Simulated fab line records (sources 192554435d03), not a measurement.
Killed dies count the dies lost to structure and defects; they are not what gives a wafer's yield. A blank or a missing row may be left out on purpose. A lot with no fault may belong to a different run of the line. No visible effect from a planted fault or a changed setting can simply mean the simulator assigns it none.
Problem report in the 8D (eight disciplines) form, filled by code -- flow n5Finfet -- the parts of the form that need people (team, actions taken, sign-off) are left out

== 1. WHAT WENT WRONG ==
headPressurePsi at N5_GATE_CUT_CMP_23 reads a mean of 2.120 psi on 1 wafer of 1 lot; wafers without a fault read 2.500 psi with a standard deviation of 0.0054. That is -70 standard deviations from the usual mean.
The step: polishes, stops on SiO2, t overpolish 23.4 s, target thk 16 nm.
Earliest sighting: wafer L636.3 on cmp-04 at day 6 14:44. At this step, 14 wafers from 5 lots have a number in the record. The rule behind "out" and "out of limits": a value lying over 4 standard deviations away from the usual mean. Any other wafer with a number is counted as sound.

== 2. WHAT IT IS; WHAT IT IS NOT ==
question,is,is not
which readings at this step,headPressurePsi,"motorCurrentA, overpolishRunS"
which lots,L636,"L630, L644, L645, L649"
which wafers of those lots,L636.3,"L636.2, L636.4"
read on which tools,cmp-04,"cmp-02, cmp-03"
when,from day 6 14:44,"up to then (5 sound wafers); but 8 sound wafers of L644, L645, L649 came after"

== 3. THE SUSPECTS, EACH WITH WHAT RULES IT OUT ==
Counting: if a tool at a process step up to the reading ran every lot that is out, it stays a suspect. Sound lots after the first of them don't rule it out here, since some wafers of a struck lot are sound.
- rieMetal-02 at N5_GATE_CUT_CUT_ETCH_53 (etches W in SF6/Cl2, target depth 79.2 nm): kept. It processed L636, the lot that is out, at day 6 12:24, and its most recent sound lot before then was L630 at day 4 23:14.
- rieMetal-02 at N5_GATE_CUT_CUT_ETCH_54 (etches TiN in Cl2/BCl3, target depth 96.7 nm): kept. It processed L636, the lot that is out, at day 6 12:31, and its most recent sound lot before then was L630 at day 4 23:18.
- rieMetal-02 at N5_GATE_CUT_CUT_ETCH_55 (etches HfO2 in BCl3, target depth 3.2 nm): kept. It processed L636, the lot that is out, at day 6 12:38, and its most recent sound lot before then was L630 at day 4 23:22.
- rieMetal-02 at N5_GATE_CUT_ETCH_47 (etches SiO2 in Cl2/BCl3, target depth 10 nm): kept. It processed L636, the lot that is out, at day 6 12:41, and its most recent sound lot before then was L630 at day 4 23:23.
- rieMetal-02 at N5_GATE_CUT_VAPOR_ETCH_48 (etches TiN in BCl3/Cl2): kept. It processed L636, the lot that is out, at day 6 12:45, and its most recent sound lot before then was L630 at day 4 23:25.
- cmp-04 at N5_GATE_CUT_CMP_23 (polishes, stops on SiO2, t overpolish 23.4 s, target thk 16 nm): kept. It ran the lot that is out, L636 (day 6 14:44). Out on those wafers are its own readings of headPressurePsi.
- In cmp-04 at N5_GATE_CUT_CMP_23, the wafers that are out were processed in chamber 1 and their sound lot-mates in chambers 2, 3.
Left after counting: rieMetal-02 at N5_GATE_CUT_CUT_ETCH_53, rieMetal-02 at N5_GATE_CUT_CUT_ETCH_54, rieMetal-02 at N5_GATE_CUT_CUT_ETCH_55, rieMetal-02 at N5_GATE_CUT_ETCH_47, rieMetal-02 at N5_GATE_CUT_VAPOR_ETCH_48, cmp-04 at N5_GATE_CUT_CMP_23.

== 4. THE CAUSE (what the simulator had put in) ==
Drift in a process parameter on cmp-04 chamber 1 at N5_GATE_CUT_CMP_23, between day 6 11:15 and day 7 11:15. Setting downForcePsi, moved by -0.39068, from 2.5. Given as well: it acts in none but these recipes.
This tool is one of the 6 suspects left after counting.

== 5. THE EFFECT CHAIN, in route order ==
Each row: a reading whose mean over the struck wafers that have a number lies more than 3 standard deviations from the usual. Scope: only readings with a usual standard deviation given in the record; hours: median across lots of the time from each lot's start at the first step in this table that gives one to its start at this step; sigmas: change in usual standard deviations.
hours,step,reading,usual,on struck wafers,change,sigmas
0,N5_GATE_CUT_CMP_23,headPressurePsi,2.500 psi,2.120,-0.380,-70
Its process steps:
- N5_GATE_CUT_CMP_23: polishes, stops on SiO2, t overpolish 23.4 s, target thk 16 nm.
Later steps that measure or inspect, where all struck wafers having a row at the step show a number for every such reading and not one has moved that far: N5_GATE_CUT_THK_MEAS_24, N5_BEOL_M4_RC_MEAS_101.

== 6. WHAT WOULD HAVE CAUGHT IT SOONER ==
3 hours passed between the start of the fault at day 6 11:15 and the first reading out of limits in this record, taken at day 6 14:44.
